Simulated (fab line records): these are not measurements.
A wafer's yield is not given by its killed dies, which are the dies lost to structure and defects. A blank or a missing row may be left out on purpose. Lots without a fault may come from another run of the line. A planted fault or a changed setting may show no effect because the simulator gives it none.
What tool caused it?	flow nand-harc	11 lots with 33 wafers sampled at 5 steps, on a route of 1159 steps

== WHAT THE GAUGES SHOWED, per wafer ==
NHARC_END_SORT_01.
lot	measured	on	killed-at-array
L343	day 20 00:19	prober-01	19 18 32
L345	day 21 00:59	prober-02	27 25 34
L347	day 21 07:56	prober-02	24 27 23
L349	day 21 07:10	prober-01	36 39 45
L348	day 21 14:54	prober-02	17 13 12
L353	day 22 17:56	prober-02	33 37 34
L361	day 24 12:30	prober-02	673 671 673
L363	day 24 12:31	prober-01	15 14 13
L362	day 24 21:51	prober-02	19 14 11
L360	day 24 20:16	prober-01	676 676 676
L364	day 25 05:56	prober-01	28 33 24

== WHAT TOOL EACH LOT RAN ON (gives the tool, then ch and the chambers of the sampled wafers, and finally the start) ==
lot	NHARC_A_CONTACT_STRIP_82	NHARC_A_CONTACT_ETCH_136	NHARC_A_CONTACT_ETCH_137	NHARC_A_CONTACT_ETCH_110
L343	rie-diel-11 ch 2,3, day 17 08:37 or earlier	har-cap-etch-02 ch 0,1, day 17 08:37	har-cap-etch-02 ch 0,1, day 17 08:44	rie-diel-09 ch 0,2,3, day 17 09:55
L345	rie-diel-11 ch 2,3, day 18 14:47 or earlier	har-cap-etch-02 ch 0,1, day 18 14:47	har-cap-etch-02 ch 0,1, day 18 14:54	rie-diel-01 ch 1,2,3, day 18 16:02
L347	rie-diel-01 ch 0,1,2, day 19 00:28 or earlier	har-cap-etch-03 ch 0,1, day 19 00:28	har-cap-etch-03 ch 0,1, day 19 00:35	rie-diel-01 ch 1,2,3, day 19 02:29
L349	rie-diel-11 ch 1,2,3, day 19 01:29 or earlier	har-cap-etch-02 ch 0,1, day 19 01:29	har-cap-etch-02 ch 0,1, day 19 01:36	rie-diel-11 ch 0,1, day 19 03:16
L348	rie-diel-09 ch 0,1,3, day 19 04:13 or earlier	har-cap-etch-03 ch 0,1, day 19 04:13	har-cap-etch-03 ch 0,1, day 19 04:20	rie-diel-11 ch 2,3, day 19 05:31
L353	rie-diel-09 ch 0,1, day 20 15:44 or earlier	har-cap-etch-01 ch 0,1, day 20 15:44	har-cap-etch-01 ch 0,1, day 20 15:52	rie-diel-11 ch 1,2, day 20 17:28
L361	rie-diel-11 ch 1,2, day 22 04:46 or earlier	har-cap-etch-03 ch 0,1, day 22 04:46	har-cap-etch-03 ch 0,1, day 22 04:53	rie-diel-01 ch 0,2,3, day 22 06:04
L363	rie-diel-01 ch 0,1, day 22 09:45 or earlier	har-cap-etch-02 ch 0, day 22 09:45	har-cap-etch-02 ch 0, day 22 09:52	rie-diel-11 ch 0,1,3, day 22 11:02
L362	rie-diel-01 ch 0,1,3, day 22 11:02 or earlier	har-cap-etch-01 ch 0,1, day 22 11:02	har-cap-etch-01 ch 0,1, day 22 11:10	rie-diel-09 ch 1,3, day 22 12:22
L360	rie-diel-11 ch 0,1,3, day 22 12:37 or earlier	har-cap-etch-03 ch 0,1, day 22 12:37	har-cap-etch-03 ch 0,1, day 22 12:44	rie-diel-01 ch 0,2,3, day 22 13:54
L364	rie-diel-09 ch 0,1, day 23 02:39 or earlier	har-cap-etch-02 ch 0,1, day 23 02:39	har-cap-etch-02 ch 0,1, day 23 02:46	rie-diel-01 ch 0,1,3, day 23 04:29
- NHARC_A_CONTACT_STRIP_82: strips in O2.
- NHARC_A_CONTACT_ETCH_136: etches the open film in C4F8/O2/Ar, time 132 s, target depth 1287 nm.
- NHARC_A_CONTACT_ETCH_137: etches the open film in C4F8/O2/Ar, time 132 s, target depth 1287 nm.
- NHARC_A_CONTACT_ETCH_110: etches the open film in CF4/O2, target depth 50 nm, overetch 5 nm, time 27.5 s.

== THE ANSWER, worked out from the rows above alone ==
Rule: usual is defined by the lots themselves. The widest of any qualifying gaps counts: lots, ordered by their means at a reading, are off when they make up no more than a third of the lots, leave a main group of 4 or more, and stand apart from it by 3 or more times the standard deviation of that group's means. Not used: any main group whose means are identical at the precision the tables above print for the reading. Also off: a lot with no number at a reading for which 4 or more lots have one. Any other lot the step has rows for is counted as sound.
Off: L361, L360, at NHARC_END_SORT_01 (killed-at-array). For the main group the mean is 25 and the standard deviation 8.8.
A tool fits if, at a process step before that reading, it ran every lot that is off, and no sound lot after the first of them. Gauges at NHARC_END_SORT_01: tried the same way as those tools. NHARC_A_CONTACT_STRIP_82 gives no start for some lots, so the hours and the order of its lots are those of NHARC_A_CONTACT_ETCH_136. 2 tools fit, rie-diel-11 at NHARC_A_CONTACT_STRIP_82 and har-cap-etch-03 at NHARC_A_CONTACT_ETCH_136 and NHARC_A_CONTACT_ETCH_137, so this cannot tell which one it is.

== WHAT WAS PUT IN BY THE SIMULATOR ==
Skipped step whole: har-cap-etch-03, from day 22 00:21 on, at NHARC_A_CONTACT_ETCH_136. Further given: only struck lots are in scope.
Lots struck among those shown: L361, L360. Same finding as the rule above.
